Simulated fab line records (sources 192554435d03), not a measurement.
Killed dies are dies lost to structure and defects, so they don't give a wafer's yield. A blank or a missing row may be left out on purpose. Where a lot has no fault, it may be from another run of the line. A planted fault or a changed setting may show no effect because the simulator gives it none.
A struck lot beside a sound one + flow n5_finfet + 41 steps out of a route of 1938
Sound: wafers L737.1, L737.2, L737.6. Struck: wafer L723.6 (left out: L723.1, L723.5 of the same lot, which were not struck); the cause appears at the end.
Order at every step that has rows: each side's tool, ch and its chambers, its first start. Under that, the readings that differ: sound wafers + struck wafers + difference of the means + sigmas: that difference in standard deviations of wafers without a fault.
alike: a reading whose means differ by less than 2 such deviations, as well as words and numbers matching on both sides. not compared: withheld readings; readings where some wafer has no value; bounds like >300 that might hide an equal value; numbers whose values overlap and for which the record gives no deviation.
A row with sigmas, a row that says differs or no value, or rows on one side alone: a step with any of these is where the two part. When numbers do not overlap yet have no deviation, they are printed without sigmas and do not part them. A reading that every wafer of one side lacks parts them only if that side has two wafers or more.

first, 9 steps without rows for these wafers: N5_BEOL_M4_ANNEAL_95 (time 240 s); N5_BEOL_M4_SPUTTER_96 (material Cu, target thk 4.5 nm, time 8.29 s); N5_BEOL_M4_ECD_50 (material Cu, target thk 300 nm); N5_BEOL_M4_ANNEAL_51 (time 90 s); N5_BEOL_M4_CMP_52 (polishes, stops on SiOC, t overpolish 6.8 s, target thk 40 nm); N5_BEOL_M4_PRE_CLEAN_60 (time 15 s); N5_BEOL_M4_CO_CAP_55 (material Co, precursor CCTBA/H2, target thk 2 nm, time 102.1 s); N5_BEOL_M4_PRE_CLEAN_56 (time 15 s); N5_BEOL_M4_DEP_57 (deposits SiCN from 3MS/NH3, target thk 8 nm, time 14 s).
N5_BEOL_M4_RC_MEAS_101:
  sound on prober-01 ch 0, day 14 15:51; struck on prober-02 ch 0, day 11 09:07
| reading       | sound       | struck | difference | sigmas |
|---------------|-------------|--------|------------|--------|
| ION_P (uA/um) | 471 464 471 | 450    | -19        | -2     |
  alike: DIBL_N, DIBL_P, IOFF_N, IOFF_P, ION_N, SS_N, SS_P, VT_N, VT_P
then, 24 steps without rows for these wafers: N5_BEOL_M5_ILD_DEP_00 (deposits SiCOH lowk from DEMS/porogen, target thk 140.64 nm, time 25.9 s); N5_BEOL_M5_CURE_79 (cures SiCOH lowk, time 240 s); N5_BEOL_M5_PECVD_70 (deposits SiO2 from TEOS/O2, target thk 16 nm, time 18 s); N5_BEOL_M5_HM_DEP_02 (deposits TiN, target thk 20 nm); N5_BEOL_M5_COAT_59 (time 60 s, resist thk 60 nm); N5_BEOL_M5_COAT_60 (time 60 s, resist thk 12 nm); N5_BEOL_M5_COAT_71 (time 60 s, resist thk 5 nm); N5_BEOL_M5_COAT_05 (resist thk 30 nm); N5_BEOL_M5_EBR_07; N5_BEOL_M5_SOFTBAKE_06 (time 60 s); N5_BEOL_M5_EXPOSE_08 (exposes mask M5, target cd 28 nm); N5_BEOL_M5_PEB_09 (peb time 60 s); N5_BEOL_M5_DEVELOP_10 (develop time 30 s); N5_BEOL_M5_DESCUM_16 (chemistry O2, time 7 s); N5_BEOL_M5_ETCH_72 (etches underlayer in N2/H2, target depth 6.5 nm, time 5.2 s); N5_BEOL_M5_ETCH_61 (etches SiARC in CF4, target depth 15.6 nm, time 26 s); N5_BEOL_M5_ETCH_62 (etches SOC in N2/H2, target depth 75 nm, overetch 15 nm, time 112.5 s); N5_BEOL_M5_STRIP_63 (strips in N2/H2); N5_BEOL_M5_STRIP_73 (strips in N2/H2); N5_BEOL_M5_STRIP_64 (strips in CF4); N5_BEOL_M5_HM_OPEN_17 (chemistry Cl2/BCl3, target TiN, target depth 20 nm, overetch 6 nm); N5_BEOL_M5_STRIP_19 (strips in O2); N5_BEOL_M5_COAT_65 (time 60 s, resist thk 60 nm); N5_BEOL_M5_COAT_66 (time 60 s, resist thk 12 nm).
-- record jumps: 3 days separate the struck wafers' starts on either side; left off in module BEOL_M5, taken up again in module BEOL_M11, whose first shown step is the route's number 1554 --
N5_BEOL_M11_ETCH_62: etches SOC in N2/H2, target depth 110 nm, overetch 22 nm, time 165 s.
  sound on rie_diel-06 ch 1,2, day 17 17:02; struck on rie_diel-06 ch 0, day 14 05:53
| reading                                     | sound             | struck | difference | sigmas |
|---------------------------------------------|-------------------|--------|------------|--------|
| drypump_motor_current_A (A)                 | 6.0 5.2 5.2       | 6.6    | +1.1       | +2     |
| oes_product_au (a.u.)                       | 0.59 0.68 0.69    | 0.85   | +0.20      | +4     |
| throttle_valve_pct (%)                      | 17.91 18.07 18.08 | 17.43  | -0.59      | -2     |
| model.etch.depth_nm (nm)                    | 99.86 99.82 99.83 | 91.29  | -8.55      |        |
| model.SiARC_of_BEOL_M11_COAT_60.thk_nm (nm) | 23.8 23.2 23.4    | 25.4   | +1.9       |        |
  alike: rf_vpp_V, showerhead_plenum_p_Torr
  not compared: rf_fwd_power_W, rf_hours_counter_h, model.BEOL_M11.cd_offset_nm
N5_BEOL_M11_HM_OPEN_17: chemistry Cl2/BCl3, target TiN, target depth 20 nm, overetch 6 nm.
  sound on rie_metal-02 ch 0,1, day 17 17:13; struck on rie_metal-02 ch 0, day 14 06:04
| reading               | sound          | struck | difference | sigmas |
|-----------------------|----------------|--------|------------|--------|
| oes_product_au (a.u.) | 0.66 0.77 0.66 | 0.49   | -0.21      | -2     |
  alike: drypump_motor_current_A, oes_ar_750_au, rf_fwd_power_W, throttle_valve_pct
  not compared: rf_hours_counter_h, model.BEOL_M11.cd_offset_nm
N5_BEOL_M11_CD_MEAS_18: pitch 140 nm, target cd 70 nm.
  sound on cd_sem-03, day 17 17:25; struck on cd_sem-02, day 14 06:17
  not compared: cd_nm
N5_BEOL_M11_VIA_ETCH_34: etches SiCOH lowk in C4F6/O2, target depth 184.5 nm, time 69.2 s.
  sound on rie_diel-01 ch 2,3, day 17 19:00; struck on rie_diel-01 ch 3, day 14 08:30
| reading               | sound          | struck | difference | sigmas |
|-----------------------|----------------|--------|------------|--------|
| oes_product_au (a.u.) | 0.78 0.71 0.71 | 0.31   | -0.42      | -6     |
  alike: drypump_motor_current_A, oes_ar_750_au, oes_f_703_au, rf_fwd_power_W, rf_vpp_V, showerhead_plenum_p_Torr, throttle_valve_pct
  not compared: rf_hours_counter_h
N5_BEOL_M11_OCD_MEAS_38:
  sound on ocd-02, day 17 19:17; struck on ocd-01, day 14 08:47
| reading              | sound       | struck | difference | sigmas |
|----------------------|-------------|--------|------------|--------|
| trench_depth_nm (nm) | 147 142 145 | 0      | -145       | -47    |
N5_BEOL_M11_CD_MEAS_35: the cd target is 70 nm.
  sound on cd_sem-03, day 17 19:26; struck on cd_sem-01, day 14 08:56
  not compared: cd_nm
-- here the record skips 2 days between the struck wafers' starts before and after, leaving off in module BEOL_M11 and picking up in module PASSIVATION (first step shown: number 1936 of the route) --
N5_PASSIVATION_PROBE_49:
  the record has rows for the struck wafers here (prober-02, day 16 15:57) and none for the sound ones

WHERE THEY PART
Earliest at N5_BEOL_M4_RC_MEAS_101; latest, in this record, at N5_PASSIVATION_PROBE_49.

WHY: what had been put in by the simulator
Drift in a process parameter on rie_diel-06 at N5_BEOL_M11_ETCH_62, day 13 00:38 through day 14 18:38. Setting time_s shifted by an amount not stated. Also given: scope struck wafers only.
